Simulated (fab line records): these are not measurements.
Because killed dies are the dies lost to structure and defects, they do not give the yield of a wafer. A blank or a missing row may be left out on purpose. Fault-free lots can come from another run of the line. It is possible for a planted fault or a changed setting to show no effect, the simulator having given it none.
fab line records | flow n5_finfet
[record] lots = 7 | wafers = 18 | last_day = 18
route steps=1938 shown BEOL_M15@1815
lots that met no fault: taken from a fault-free run of the same line
start_h: the number of hours between the record's first day and the start of the first shown wafer of the lot | wait_h: time in hours since the lot's previous step | " unchanged from the row above | L1.1+2: a row that stands for several wafers | - no value, or no start was given | * or withheld: withheld | < > ~ a bound
route shown NAME@n: NAME is a module with steps in the file, n the number in the route of the first one | usual: average and standard deviation across the fault-free wafers | same: alike in all rows | chamber/n: place in a boat | sites: readings site by site | _std_site: standard deviation of those values | _edge_site: mean of outer sites minus mean of inner sites | radius_mm: how far each site lies from the wafer's centre | mask NAME#n: copy n | behind: the most recent tool/chamber to have shaped the wafer | hold: reason for holding the lot/hours on hold/outcome of the hold | device: transistor that didn't switch, given as n, p or np | end of line: the same wafers' tests at the end of the route | for a step that has no rows: nothing shown but its recipe | killed: dies lost to structure and defects at the first sort, not the wafer's yield | map: dies across one wafer; x = killed, . = not, _ = none there
set.NAME: the setting that was run; set.NAME@STEP: the one run at that earlier step | model.NAME: the simulator's own value behind a step, which no gauge read
lots seen at some steps along the route; tables by step, rows by wafer
services: when a tool's chamber went out of use (start_h, in hours from the record's first day, below 0 if earlier), for how many hours, and the reason
[[steps]]
[step N5_BEOL_M15_PRECLEAN_39]
[recipe] chemistry = residue_remover | time_s = 60 | temp_c = 40
[step N5_BEOL_M15_SRD_40]
[recipe] time_s = 30 | temp_c = 23 | rinse_liquid = diw | dry = n2_spin | spin_rpm = 1500 | dry_time_s = 30
[step N5_BEOL_M15_DEGAS_41]
[recipe] ambient = vacuum | temp_c = 300 | time_s = 60
[usual] heater_power_w = 454/41
lot.wafer | tool           | chamber | start_h | wait_h | heater_power_w
L542.1    | pvd_sputter-02 | -       | 311.92  | 0.3    | 387
L542.3    | "              | -       | "       | "      | 517
L542.4    | "              | -       | "       | "      | 444
L546.1    | pvd_sputter-03 | -       | 340.85  | 0.5    | 446
L546.6    | "              | -       | "       | "      | 518
L544.2    | pvd_sputter-03 | -       | 343.33  | 2.3    | 523
L544.5    | "              | -       | "       | "      | 483
L548.2    | pvd_sputter-02 | -       | 355.73  | 0.1    | 421
L548.6    | "              | -       | "       | "      | 398
L551.1    | pvd_sputter-03 | -       | 368.27  | 0.3    | 477
L551.3    | "              | -       | "       | "      | 416
L551.4    | "              | -       | "       | "      | 511
L552.2    | pvd_sputter-02 | -       | 377.82  | 0.1    | 385
L552.5    | "              | -       | "       | "      | 444
L552.6    | "              | -       | "       | "      | 522
L559.1    | pvd_sputter-01 | -       | 422.46  | 0.0    | 453
L559.4    | "              | -       | "       | "      | 485
L559.6    | "              | -       | "       | "      | 426
[step N5_BEOL_M15_PRE_CLEAN_42]
[recipe] gas = H2/He | time_s = 30 | temp_c = 300
[usual] heater_power_w = 453/39
lot.wafer | tool           | chamber | start_h | wait_h | heater_power_w
L542.1    | pvd_sputter-02 | -       | 311.96  | 0.0    | 390
L542.3    | "              | -       | "       | "      | 513
L542.4    | "              | -       | "       | "      | 440
L546.1    | pvd_sputter-03 | -       | 340.89  | 0.0    | 458
L546.6    | "              | -       | "       | "      | 519
L544.2    | pvd_sputter-03 | -       | 343.37  | 0.0    | 517
L544.5    | "              | -       | "       | "      | 468
L548.2    | pvd_sputter-02 | -       | 355.77  | 0.0    | 432
L548.6    | "              | -       | "       | "      | 394
L551.1    | pvd_sputter-03 | -       | 368.31  | 0.0    | 473
L551.3    | "              | -       | "       | "      | 418
L551.4    | "              | -       | "       | "      | 530
L552.2    | pvd_sputter-02 | -       | 377.86  | 0.0    | 393
L552.5    | "              | -       | "       | "      | 443
L552.6    | "              | -       | "       | "      | 510
L559.1    | pvd_sputter-01 | -       | 422.50  | 0.0    | 445
L559.4    | "              | -       | "       | "      | 477
L559.6    | "              | -       | "       | "      | 413
[step N5_BEOL_M15_SPUTTER_43]
[recipe] material = TaN | target_thk_a = 150 | temp_c = 50 | bias_v = 168.6 | power_w = 15000 | chamber_pressure_pa = 0.12 | time_s = 24.19
[usual] throttle_valve_pct = 29.8/0.91
lot.wafer | tool           | chamber | start_h | wait_h | throttle_valve_pct
L542.1    | pvd_sputter-02 | -       | 312.00  | 0.0    | 29.4
L542.3    | "              | -       | "       | "      | 30.2
L542.4    | "              | -       | "       | "      | 29.9
L546.1    | pvd_sputter-03 | -       | 340.93  | 0.0    | 29.1
L546.6    | "              | -       | "       | "      | 29.5
L544.2    | pvd_sputter-03 | -       | 343.41  | 0.0    | 29.6
L544.5    | "              | -       | "       | "      | 28.5
L548.2    | pvd_sputter-02 | -       | 355.81  | 0.0    | 30.2
L548.6    | "              | -       | "       | "      | 29.7
L551.1    | pvd_sputter-03 | -       | 368.35  | 0.0    | 28.0
L551.3    | "              | -       | "       | "      | 31.5
L551.4    | "              | -       | "       | "      | 29.7
L552.2    | pvd_sputter-02 | -       | 377.90  | 0.0    | 29.3
L552.5    | "              | -       | "       | "      | 29.7
L552.6    | "              | -       | "       | "      | 29.8
L559.1    | pvd_sputter-01 | -       | 422.54  | 0.0    | 30.2
L559.4    | "              | -       | "       | "      | 30.8
L559.6    | "              | -       | "       | "      | 28.7
[step N5_BEOL_M15_SPUTTER_44]
[recipe] material = Ta | target_thk_a = 150 | temp_c = 50 | bias_v = 80 | power_w = 15000 | chamber_pressure_pa = 0.07 | time_s = 24.19
[usual] throttle_valve_pct = 29.8/0.91
lot.wafer | tool           | chamber | start_h | wait_h | throttle_valve_pct
L542.1    | pvd_sputter-02 | -       | 312.08  | 0.0    | 29.7
L542.3    | "              | -       | "       | "      | 29.9
L542.4    | "              | -       | "       | "      | 29.5
L546.1    | pvd_sputter-03 | -       | 341.01  | 0.0    | 29.0
L546.6    | "              | -       | "       | "      | 29.5
L544.2    | pvd_sputter-03 | -       | 343.49  | 0.0    | 29.8
L544.5    | "              | -       | "       | "      | 27.9
L548.2    | pvd_sputter-02 | -       | 355.89  | 0.0    | 30.3
L548.6    | "              | -       | "       | "      | 29.7
L551.1    | pvd_sputter-03 | -       | 368.43  | 0.0    | 28.2
L551.3    | "              | -       | "       | "      | 31.8
L551.4    | "              | -       | "       | "      | 29.6
L552.2    | pvd_sputter-02 | -       | 377.98  | 0.0    | 29.8
L552.5    | "              | -       | "       | "      | 29.7
L552.6    | "              | -       | "       | "      | 30.0
L559.1    | pvd_sputter-01 | -       | 422.62  | 0.0    | 30.2
L559.4    | "              | -       | "       | "      | 31.1
L559.6    | "              | -       | "       | "      | 29.1
[step N5_BEOL_M15_SPUTTER_45]
[recipe] material = Cu | target_thk_a = 1000 | temp_c = -20 | bias_v = 60 | power_w = 26000 | chamber_pressure_pa = 0.13 | time_s = 16.67
[step N5_BEOL_M15_ECD_47]
[recipe] material = Cu | target_thk_a = 18600
[step N5_BEOL_M15_ANNEAL_48]
[recipe] temp_c = 225 | time_s = 90 | ambient = N2
[step N5_BEOL_M15_CMP_49]
[recipe] stop_on = SiO2 | t_overpolish_s = 4.9 | down_force_psi = 2 | platen_rpm = 80 | clearing_platen_down_force_psi = 2 | clearing_platen_rpm = 80 | post_cmp_clean = cu_alkaline | target_thk_nm = 850 | clearing_platen_pad_velocity_m_s = 1.5917 | pad_velocity_m_s = 1.5917
[usual] barrier_field_endpoint_s = 11.18/0.25 | motor_current_A = 8.2/1 | overpolish_run_s = 4.901/0.0094
[same] t_overpolish_s = 4.9
lot.wafer | tool   | chamber | start_h | wait_h | barrier_field_endpoint_s | motor_current_A | overpolish_run_s
L542.4    | cmp-01 | 3       | 313.13  | 0.2    | 11.26                    | 8.5             | 4.891
L542.1    | "      | 0       | "       | "      | 11.15                    | 7.6             | 4.912
L542.3    | "      | 1       | "       | "      | 11.06                    | 6.5             | 4.894
L546.1    | cmp-01 | 2       | 341.74  | 0.3    | 11.04                    | 9.1             | 4.911
L546.6    | "      | 2       | "       | "      | 10.96                    | 9.3             | 4.898
L544.2    | cmp-03 | 0       | 344.22  | 0.2    | 11.28                    | 8.1             | 4.897
L544.5    | "      | 0       | "       | "      | 11.60                    | 7.7             | 4.890
L548.2    | cmp-03 | 3       | 357.32  | 0.3    | 11.17                    | 8.1             | 4.896
L548.6    | "      | 2       | "       | "      | 10.85                    | 7.2             | 4.889
L551.4    | cmp-02 | 1       | 369.36  | 0.3    | 10.67                    | 10.3            | 4.905
L551.1    | "      | 2       | "       | "      | 11.22                    | 7.5             | 4.902
L551.3    | "      | 3       | "       | "      | 10.45                    | 7.0             | 4.906
L552.2    | cmp-03 | 3       | 378.83  | 0.3    | 10.88                    | 8.8             | 4.912
L552.6    | "      | 0       | "       | "      | 10.90                    | 7.8             | 4.896
L552.5    | "      | 1       | "       | "      | 11.03                    | 8.5             | 4.893
L559.4    | cmp-01 | 0       | 423.46  | 0.1    | 11.22                    | 7.4             | 4.883
L559.1    | "      | 2       | "       | "      | 11.21                    | 9.4             | 4.893
L559.6    | "      | 0       | "       | "      | 10.96                    | 7.4             | 4.895
[step N5_BEOL_M15_THK_MEAS_50]
[recipe] thk_meas_gauge = xrf | reads = Cu_of_BEOL_M15_ECD_47
[usual] M15_THK = 852/15
lot.wafer | tool          | chamber | start_h | wait_h | M15_THK[nm]
L542.1    | film_metro-02 | -       | 313.39  | -      | 860
L542.3    | "             | -       | "       | "      | 875
L542.4    | "             | -       | "       | "      | 847
L546.1    | film_metro-01 | -       | 342.04  | -      | 843
L546.6    | "             | -       | "       | "      | 856
L544.2    | film_metro-02 | -       | 344.52  | -      | 855
L544.5    | "             | -       | "       | "      | 856
L548.2    | film_metro-02 | -       | 357.54  | -      | 878
L548.6    | "             | -       | "       | "      | 881
L551.1    | film_metro-02 | -       | 369.62  | -      | 857
L551.3    | "             | -       | "       | "      | 863
L551.4    | "             | -       | "       | "      | 876
L552.2    | film_metro-02 | -       | 379.01  | -      | 852
L552.5    | "             | -       | "       | "      | 860
L552.6    | "             | -       | "       | "      | 816
L559.1    | film_metro-01 | -       | 423.76  | -      | 834
L559.4    | "             | -       | "       | "      | 854
L559.6    | "             | -       | "       | "      | 844
[step N5_BEOL_M15_PRE_CLEAN_52]
[recipe] gas = NH3 | time_s = 15 | temp_c = withheld | rf_power_w = 300
[step N5_BEOL_M15_DEP_53]
[recipe] material = SiCN | target_thk_a = 500 | temp_c = withheld | precursor = 3MS/NH3 | pressure_torr = 3 | rf_w = 675 | time_s = 17.8
[usual] showerhead_plenum_p_Torr = 4.161/0.02 | throttle_valve_pct = 18.0/1
lot.wafer | tool     | chamber | start_h | wait_h | showerhead_plenum_p_Torr | throttle_valve_pct | model.SiCN_of_BEOL_M15_DEP_53.thk_nm
L542.1    | pecvd-04 | 2       | 313.45  | 0.0    | 4.140                    | 16.8               | 49
L542.3    | "        | 1       | "       | "      | 4.149                    | 17.9               | 48.6
L542.4    | "        | 0       | "       | "      | 4.195                    | 18.1               | 50.4
L546.1    | pecvd-04 | 0       | 342.10  | 0.0    | 4.179                    | 18.2               | 50.2
L546.6    | "        | 0       | "       | "      | 4.187                    | 18.0               | 64.4
L544.2    | pecvd-04 | 1       | 344.58  | 0.0    | 4.143                    | 18.3               | 63.2
L544.5    | "        | 2       | "       | "      | 4.128                    | 17.2               | 51
L548.2    | pecvd-04 | 0       | 357.60  | 0.0    | 4.184                    | 17.9               | 63.2
L548.6    | "        | 2       | "       | "      | 4.129                    | 17.0               | 64.2
L551.1    | pecvd-02 | 2       | 369.68  | 0.0    | 4.171                    | 17.3               | 49.6
L551.3    | "        | 0       | "       | "      | 4.191                    | 18.0               | 49.6
L551.4    | "        | 2       | "       | "      | 4.162                    | 17.0               | 50
L552.2    | pecvd-02 | 1       | 379.07  | 0.0    | 4.163                    | 19.1               | 49.4
L552.5    | "        | 1       | "       | "      | 4.161                    | 19.3               | 50.2
L552.6    | "        | 2       | "       | "      | 4.167                    | 17.3               | 50.6
L559.1    | pecvd-02 | 2       | 423.82  | 0.0    | 4.160                    | 17.4               | 49.6
L559.4    | "        | 0       | "       | "      | 4.176                    | 18.1               | 49.8
L559.6    | "        | 1       | "       | "      | 4.162                    | 19.2               | 49.4
[step N5_BEOL_M15_RS_MEAS_54]
[recipe] thk_meas_gauge = four-point-probe | reads = Cu_of_BEOL_M15_ECD_47+Ta_of_BEOL_M15_SPUTTER_44+TaN_of_BEOL_M15_SPUTTER_43
[usual] M15_RS = 0.0215/0.00037
lot.wafer | tool          | chamber | start_h | wait_h | M15_RS[ohm/sq]
L542.1    | film_metro-01 | -       | 313.52  | 0.0    | 0.0213
L542.3    | "             | -       | "       | "      | 0.0210
L542.4    | "             | -       | "       | "      | 0.0218
L546.1    | film_metro-02 | -       | 342.16  | 0.0    | 0.0216
L546.6    | "             | -       | "       | "      | 0.0212
L544.2    | film_metro-02 | -       | 344.65  | 0.1    | 0.0215
L544.5    | "             | -       | "       | "      | 0.0215
L548.2    | film_metro-02 | -       | 357.67  | 0.1    | 0.0209
L548.6    | "             | -       | "       | "      | 0.0210
L551.1    | film_metro-02 | -       | 369.74  | 0.0    | 0.0217
L551.3    | "             | -       | "       | "      | 0.0215
L551.4    | "             | -       | "       | "      | 0.0212
L552.2    | film_metro-02 | -       | 379.14  | 0.1    | 0.0217
L552.5    | "             | -       | "       | "      | 0.0214
L552.6    | "             | -       | "       | "      | 0.0225
L559.1    | film_metro-02 | -       | 423.89  | 0.0    | 0.0221
L559.4    | "             | -       | "       | "      | 0.0215
L559.6    | "             | -       | "       | "      | 0.0220
[[services]]
tool           | chamber | start_h | hours | kind
pecvd-02       | 0       | 298.62  | 5.5   | scheduled_down
cmp-01         | -       | 308.39  | 4.0   | pm
cmp-01         | -       | 312.39  | -     | consumable_replace:conditioner
cmp-01         | -       | 312.39  | -     | consumable_replace:pad
pvd_sputter-01 | -       | 312.40  | 8.6   | repair
cmp-03         | -       | 312.96  | 3.8   | pm
cmp-03         | -       | 324.97  | 5.1   | pm
pecvd-02       | 0       | 331.53  | 2.1   | scheduled_down
cmp-01         | -       | 348.38  | 5.5   | pm
pecvd-04       | 2       | 349.70  | 5.5   | scheduled_down
cmp-03         | -       | 356.03  | 0.4   | repair
cmp-02         | -       | 370.34  | 4.6   | repair
pecvd-02       | 2       | 382.62  | 2.1   | scheduled_down
cmp-01         | -       | 387.65  | 0.8   | repair
pecvd-02       | -       | 396.33  | 0.6   | repair
cmp-03         | -       | 401.56  | 4.0   | pm
cmp-03         | -       | 405.56  | -     | consumable_replace:conditioner
cmp-03         | -       | 405.56  | -     | consumable_replace:pad
cmp-02         | -       | 410.24  | 5.9   | pm
[[key]]
first_sign none at tools or gauges
[model_effect] step = N5_BEOL_M15_DEP_53 | value = SiCN_of_BEOL_M15_DEP_53.thk_nm | without = 49.6 | struck = 63.75
met_at N5_BEOL_M15_DEP_53
struck_wafers L544.2,L546.6,L548.2,L548.6
onset_between 313.45 342.10
[fault] kind = process_parameter_drift | tool = pecvd-04 | chamber = - | onset_h = 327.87 | steps = N5_BEOL_M15_DEP_53 | channel = time_s | offset = * | shape = step | end_h = 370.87 | scope = struck_wafers_only | acts_in = * | stated = *
